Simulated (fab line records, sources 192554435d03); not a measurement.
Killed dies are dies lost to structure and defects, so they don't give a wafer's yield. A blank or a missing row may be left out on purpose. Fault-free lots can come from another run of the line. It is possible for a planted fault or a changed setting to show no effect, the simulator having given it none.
Split-lot study / flow n5-finfet / on a route of 1938 steps: 7 lots, 39 wafers read

## SPLIT DETAILS
At N5_FIN_CUT_CUT_ETCH_26 (etches SiNx in CH3F/O2, target depth 39 nm, time 55.7 s), the setting target-depth-a was moved away from the recipe's 390 angstrom on 15 of the 39 wafers read, by -10.7% to +6.7%. The other wafers ran this setting at the recipe's value.

Reading taken at the split's own step.

## THE READING
etch.depth-nm (the simulator's own value, which no gauge read), in nm, at N5_FIN_CUT_CUT_ETCH_26 (etches SiNx in CH3F/O2, target depth 39 nm, time 55.7 s). The file does not state a usual value for it. The 24 wafers here that ran the recipe average 38.38 nm, standard deviation 0.43 nm.

wafer=L074.1; tool, chamber at the split=rie-diel-05, 0; target-depth-a as run, angstrom=390; against the recipe=recipe; etch.depth-nm, nm=38.91; against lot-mates on the recipe=-
wafer=L074.2; tool, chamber at the split=rie-diel-05, 1; target-depth-a as run, angstrom=390; against the recipe=recipe; etch.depth-nm, nm=38.99; against lot-mates on the recipe=-
wafer=L074.3; tool, chamber at the split=rie-diel-05, 3; target-depth-a as run, angstrom=348.2; against the recipe=-10.7%; etch.depth-nm, nm=34.89; against lot-mates on the recipe=-4.21
wafer=L074.4; tool, chamber at the split=rie-diel-05, 3; target-depth-a as run, angstrom=348.2; against the recipe=-10.7%; etch.depth-nm, nm=34.78; against lot-mates on the recipe=-4.32
wafer=L074.5; tool, chamber at the split=rie-diel-05, 0; target-depth-a as run, angstrom=348.2; against the recipe=-10.7%; etch.depth-nm, nm=34.93; against lot-mates on the recipe=-4.17
wafer=L074.6; tool, chamber at the split=rie-diel-05, 1; target-depth-a as run, angstrom=390; against the recipe=recipe; etch.depth-nm, nm=39.41; against lot-mates on the recipe=-
wafer=L076.1; tool, chamber at the split=rie-diel-03, 1,2; target-depth-a as run, angstrom=390; against the recipe=recipe; etch.depth-nm, nm=38.1; against lot-mates on the recipe=-
wafer=L076.2; tool, chamber at the split=rie-diel-03, 1,2; target-depth-a as run, angstrom=390; against the recipe=recipe; etch.depth-nm, nm=38.1; against lot-mates on the recipe=-
wafer=L076.3; tool, chamber at the split=rie-diel-03, 0; target-depth-a as run, angstrom=390; against the recipe=recipe; etch.depth-nm, nm=38.12; against lot-mates on the recipe=-
wafer=L076.4; tool, chamber at the split=rie-diel-03, 3; target-depth-a as run, angstrom=390; against the recipe=recipe; etch.depth-nm, nm=38.7; against lot-mates on the recipe=-
wafer=L076.5; tool, chamber at the split=rie-diel-03, 1; target-depth-a as run, angstrom=390; against the recipe=recipe; etch.depth-nm, nm=38.04; against lot-mates on the recipe=-
wafer=L076.6; tool, chamber at the split=rie-diel-03, 2; target-depth-a as run, angstrom=390; against the recipe=recipe; etch.depth-nm, nm=38; against lot-mates on the recipe=-
wafer=L078.1; tool, chamber at the split=rie-diel-03, 0; target-depth-a as run, angstrom=390; against the recipe=recipe; etch.depth-nm, nm=38.62; against lot-mates on the recipe=-
wafer=L078.2; tool, chamber at the split=rie-diel-03, 2; target-depth-a as run, angstrom=390; against the recipe=recipe; etch.depth-nm, nm=38.91; against lot-mates on the recipe=-
wafer=L078.3; tool, chamber at the split=rie-diel-03, 1; target-depth-a as run, angstrom=390; against the recipe=recipe; etch.depth-nm, nm=38.1; against lot-mates on the recipe=-
wafer=L078.4; tool, chamber at the split=rie-diel-03, 3; target-depth-a as run, angstrom=372.6; against the recipe=-4.5%; etch.depth-nm, nm=37; against lot-mates on the recipe=-1.54
wafer=L078.5; tool, chamber at the split=rie-diel-03, 0; target-depth-a as run, angstrom=372.6; against the recipe=-4.5%; etch.depth-nm, nm=37.02; against lot-mates on the recipe=-1.52
wafer=L078.6; tool, chamber at the split=rie-diel-03, 1; target-depth-a as run, angstrom=372.6; against the recipe=-4.5%; etch.depth-nm, nm=36.66; against lot-mates on the recipe=-1.88
wafer=L085.1; tool, chamber at the split=rie-diel-05, 3; target-depth-a as run, angstrom=413; against the recipe=+5.9%; etch.depth-nm, nm=40.72; against lot-mates on the recipe=+2.26
wafer=L085.2; tool, chamber at the split=rie-diel-05, 2; target-depth-a as run, angstrom=413; against the recipe=+5.9%; etch.depth-nm, nm=40.64; against lot-mates on the recipe=+2.18
wafer=L085.3; tool, chamber at the split=rie-diel-05, 1; target-depth-a as run, angstrom=390; against the recipe=recipe; etch.depth-nm, nm=38.47; against lot-mates on the recipe=-
wafer=L085.4; tool, chamber at the split=rie-diel-05, 0; target-depth-a as run, angstrom=413; against the recipe=+5.9%; etch.depth-nm, nm=41.1; against lot-mates on the recipe=+2.64
wafer=L085.5; tool, chamber at the split=rie-diel-05, 0; target-depth-a as run, angstrom=390; against the recipe=recipe; etch.depth-nm, nm=38.5; against lot-mates on the recipe=-
wafer=L085.6; tool, chamber at the split=rie-diel-05, 3; target-depth-a as run, angstrom=390; against the recipe=recipe; etch.depth-nm, nm=38.42; against lot-mates on the recipe=-
wafer=L091.1; tool, chamber at the split=rie-diel-03, 1; target-depth-a as run, angstrom=390; against the recipe=recipe; etch.depth-nm, nm=37.45; against lot-mates on the recipe=-
wafer=L091.2; tool, chamber at the split=rie-diel-03, 0; target-depth-a as run, angstrom=368; against the recipe=-5.6%; etch.depth-nm, nm=36.1; against lot-mates on the recipe=-2.03
wafer=L091.3; tool, chamber at the split=rie-diel-03, 2; target-depth-a as run, angstrom=368; against the recipe=-5.6%; etch.depth-nm, nm=36.23; against lot-mates on the recipe=-1.90
wafer=L091.4; tool, chamber at the split=rie-diel-03, 3; target-depth-a as run, angstrom=390; against the recipe=recipe; etch.depth-nm, nm=38.79; against lot-mates on the recipe=-
wafer=L091.5; tool, chamber at the split=rie-diel-03, 0; target-depth-a as run, angstrom=390; against the recipe=recipe; etch.depth-nm, nm=38.15; against lot-mates on the recipe=-
wafer=L091.6; tool, chamber at the split=rie-diel-03, 1; target-depth-a as run, angstrom=368; against the recipe=-5.6%; etch.depth-nm, nm=35.54; against lot-mates on the recipe=-2.59
wafer=L094.1; tool, chamber at the split=rie-diel-03, 2; target-depth-a as run, angstrom=416.2; against the recipe=+6.7%; etch.depth-nm, nm=40.57; against lot-mates on the recipe=+2.54
wafer=L094.2; tool, chamber at the split=rie-diel-03, 0; target-depth-a as run, angstrom=416.2; against the recipe=+6.7%; etch.depth-nm, nm=40.75; against lot-mates on the recipe=+2.72
wafer=L094.3; tool, chamber at the split=rie-diel-03, 1; target-depth-a as run, angstrom=390; against the recipe=recipe; etch.depth-nm, nm=37.68; against lot-mates on the recipe=-
wafer=L094.4; tool, chamber at the split=rie-diel-03, 3; target-depth-a as run, angstrom=416.2; against the recipe=+6.7%; etch.depth-nm, nm=41.38; against lot-mates on the recipe=+3.35
wafer=L094.5; tool, chamber at the split=rie-diel-03, 1; target-depth-a as run, angstrom=390; against the recipe=recipe; etch.depth-nm, nm=38; against lot-mates on the recipe=-
wafer=L094.6; tool, chamber at the split=rie-diel-03, 0; target-depth-a as run, angstrom=390; against the recipe=recipe; etch.depth-nm, nm=38.41; against lot-mates on the recipe=-
wafer=L096.2; tool, chamber at the split=rie-diel-05, 0; target-depth-a as run, angstrom=390; against the recipe=recipe; etch.depth-nm, nm=38.58; against lot-mates on the recipe=-
wafer=L096.3; tool, chamber at the split=rie-diel-05, 2; target-depth-a as run, angstrom=390; against the recipe=recipe; etch.depth-nm, nm=38.34; against lot-mates on the recipe=-
wafer=L096.5; tool, chamber at the split=rie-diel-05, 2; target-depth-a as run, angstrom=390; against the recipe=recipe; etch.depth-nm, nm=38.26; against lot-mates on the recipe=-
Where a row lists several chambers, the file gives one row for several wafers and doesn't say which wafer went through which chamber.

THE FIT
A straight line over all 39 wafers: etch.depth-nm changes by +0.363 nm for each +1% of target-depth-a; r = +0.97; the points scatter about the line by 0.42 nm.
The same after taking each lot's own level away (the mean of its wafers on the recipe; 39 wafers): +0.4 nm for each +1%; r = +0.99; scatter 0.29 nm.
The reading moves by 4.3 nm for the largest change in target-depth-a, on that fit.
The span of the lots' own levels, 38.030 to 39.103 nm, comes to 2.5 times the standard deviation stated above.
Consequently the slope shifts little with the lot-to-lot level, the two slopes agreeing.
Check: -4.25 nm against its lot-mates is what the line predicts for one of the wafers moved furthest among these (-10.7%) when that wafer is left out of the fit. Against them it came out at -4.21 nm.

## THESE WAFERS: OTHER SPLITS
These wafers also went through other splits before the reading. Each is held against what the fit with the lots' levels taken away leaves over:
other split on the same wafers=N5_PMOS_HMC_CHANNEL_EPI_EPI_20 pressure-torr; wafers away from the commonest value=18; r with etch.depth-nm (lot level and that fit taken away)=-0.06

## THE FILE'S OWN FIT
etch.depth-nm changes by +0.399 nm for each +1% of target-depth-a, r = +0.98.
